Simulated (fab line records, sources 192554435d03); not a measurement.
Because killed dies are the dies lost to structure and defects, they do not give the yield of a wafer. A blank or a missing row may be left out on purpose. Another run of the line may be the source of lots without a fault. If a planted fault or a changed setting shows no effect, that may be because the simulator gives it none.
Comparing a struck lot with a sound one | flow n5 finfet | 27 steps out of a route of 1938
Sound: these wafers, L783.2, L783.4, L783.6. Wafers struck: L792.1, L792.4, L792.5. At the end, the cause is stated.
Each step with rows lists, per side, the tool, then ch with its chambers, then its first start. Under that, the readings that differ: sound wafers | struck wafers | difference of the means | sigmas: that difference in standard deviations of wafers without a fault.
alike: same words and numbers on both sides, and readings whose means sit less than 2 such deviations apart. not compared: any withheld reading, any reading some wafer has no value for, any bound like >300 that may hide the same value, and any number with overlapping values for which the record gives no deviation.
A row with sigmas, a row that says differs or no value, or rows on one side alone: a step with any of these is where the two part. Numbers that have no deviation but don't overlap get no sigmas and don't part them. Lack of a reading on every wafer of one side parts them only where that side has two or more wafers.

N5_BEOL_M6_ETCH_62: etches SOC in N2/H2, target depth 110 nm, overetch 22 nm, time 165 s.
  sound on rie diel-02 ch 1,3, day 9 11:41; struck on rie diel-02 ch 0,2,3, day 11 17:39
  alike: drypump motor current A, oes product au, rf vpp V, showerhead plenum p Torr, throttle valve pct
  not compared: rf hours counter h
then, 1 step without rows for these wafers: N5_BEOL_M6_STRIP_68 (strips in N2/H2).
N5_BEOL_M6_STRIP_67: strips in CF4.
  sound on rie diel-02 ch 1,3, day 9 11:50; struck on rie diel-02 ch 0,2,3, day 11 17:48
  alike: drypump motor current A, oes product au, rf vpp V, showerhead plenum p Torr, throttle valve pct
  not compared: rf hours counter h
N5_BEOL_M6_HM_OPEN_17: chemistry Cl2/BCl3, target TiN, target depth 20 nm, overetch 6 nm.
  sound on rie metal-02 ch 0,1, day 9 11:52; struck on rie metal-02 ch 0,1, day 11 17:50
  alike: drypump motor current A, he backside leak sccm, oes product au, throttle valve pct
  not compared: rf hours counter h
N5_BEOL_M6_STRIP_19: strips in O2.
  sound on rie diel-06 ch 0,1,2, day 9 12:02; struck on rie diel-04 ch 1,3, day 11 17:58
  alike: drypump motor current A, oes product au, rf vpp V, showerhead plenum p Torr, throttle valve pct
  not compared: rf hours counter h
N5_BEOL_M6_CD_MEAS_18: pitch 80 nm, target cd 40 nm.
  sound on cd sem-03 at day 9 12:07; struck on cd sem-01 at day 11 18:02
  alike: cd nm
then, 6 steps without rows for these wafers: N5_BEOL_M6_COAT_63 (time 60 s, resist thk 60 nm); N5_BEOL_M6_COAT_64 (time 60 s, resist thk 12 nm); N5_BEOL_M6_COAT_71 (time 60 s, resist thk 5 nm); N5_BEOL_M6_COAT_22 (resist thk 30 nm); N5_BEOL_M6_EBR_24; N5_BEOL_M6_SOFTBAKE_23 (time 60 s).
N5_BEOL_M6_EXPOSE_25: exposes mask V5, target cd 40 nm.
  sound on euv scanner-01 ch 0, day 9 13:24; struck on euv scanner-02 ch 0, day 11 19:26
  reading              | sound             | struck            | difference | sigmas
  exposure dose mJ cm2 | 44.97 45.01 44.94 | 44.42 44.43 44.44 | -0.54      | -11
  alike: mask
then, 2 steps without rows for these wafers: N5_BEOL_M6_PEB_26 (peb time 60 s); N5_BEOL_M6_DEVELOP_27 (develop time 30 s).
N5_BEOL_M6_CD_MEAS_28: the cd target is 40 nm.
  sound on cd sem-03 ch 0, day 9 13:31; struck on cd sem-03 ch 0, day 11 19:34
  reading    | sound             | struck            | difference | sigmas
  cd nm (nm) | 40.23 40.22 39.99 | 41.69 39.76 40.88 | +0.63      | +3
N5_BEOL_M6_OVL_MEAS_29:
  sound on overlay-01 ch 0, day 9 13:34; struck on overlay-01 ch 0, day 11 19:36
  alike: V5_OVL
N5_BEOL_M6_INSPECT_30: inspects for defects (brightfield).
  sound on defect inspect-01 at day 9 13:37; struck on defect inspect-02 at day 11 19:40
  alike: raw defect count
N5_BEOL_M6_DESCUM_33: chemistry O2, time 7 s.
  sound on rie diel-04 ch 0,1,2, day 9 13:39; struck on rie diel-02 ch 0,1,2, day 11 19:41
  alike: drypump motor current A, oes product au, rf vpp V, showerhead plenum p Torr, throttle valve pct
  not compared: rf hours counter h, model.BEOL_M6.cd nm
then, 1 step without rows for these wafers: N5_BEOL_M6_ETCH_72 (etches underlayer in N2/H2, target depth 6.5 nm, time 5.2 s).
N5_BEOL_M6_ETCH_65: etches SiARC in CF4, target depth 15.6 nm, time 26 s.
  sound on rie diel-04 ch 0,1,2, day 9 13:42; struck on rie diel-02 ch 0,1,2, day 11 19:44
  alike: drypump motor current A, etch rf on time s, oes product au, rf vpp V, showerhead plenum p Torr, throttle valve pct
  not compared: rf hours counter h
then, 3 steps without rows for these wafers: N5_BEOL_M6_ETCH_66 (etches SOC in N2/H2, target depth 80 nm, overetch 16 nm, time 120 s); N5_BEOL_M6_STRIP_69 (strips in N2/H2); N5_BEOL_M6_STRIP_73 (strips in N2/H2).
N5_BEOL_M6_VIA_ETCH_34: etches SiCOH lowk in C4F6/O2, target depth 126.3 nm, time 50.9 s.
  sound on rie diel-04 ch 0,1,2, day 9 13:50; struck on rie diel-02 ch 0,1,2, day 11 19:52
  alike: drypump motor current A, oes product au, rf vpp V, showerhead plenum p Torr, throttle valve pct
  not compared: rf hours counter h, model.BEOL_M6.cd nm
then, 1 step without rows for these wafers: N5_BEOL_M6_STRIP_76 (strips in C4F6/O2).
-- the record jumps here: 4 days lie between the struck wafers' starts before and after (it left off in module BEOL_M6 and takes up again in module PASSIVATION, whose first step shown is number 1936 of the route) --
N5_PASSIVATION_PROBE_49:
  sound on prober-02 at day 13 06:26; struck on prober-02 at day 15 09:16
  alike: defect limited yield, killed_at_M0_to_M3, killed_at_M4_up, killed at contacts, killed at front end, killed at other, killed dies, killed open, killed short, sort_bin_5_function, sort_bin_6_memory, sort n pass, sort yield pct

## WHERE THEY PART
Earliest at N5_BEOL_M6_EXPOSE_25; latest, in this record, at N5_BEOL_M6_CD_MEAS_28. Later steps at which nothing parts them and some readings are alike: N5_BEOL_M6_OVL_MEAS_29, N5_BEOL_M6_INSPECT_30, N5_BEOL_M6_DESCUM_33, N5_BEOL_M6_ETCH_65, N5_BEOL_M6_VIA_ETCH_34, N5_PASSIVATION_PROBE_49.

WHY: whatever the simulator had introduced
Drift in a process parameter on euv scanner-02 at N5_BEOL_M6_EXPOSE_25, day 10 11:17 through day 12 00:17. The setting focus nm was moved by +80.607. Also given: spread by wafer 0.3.
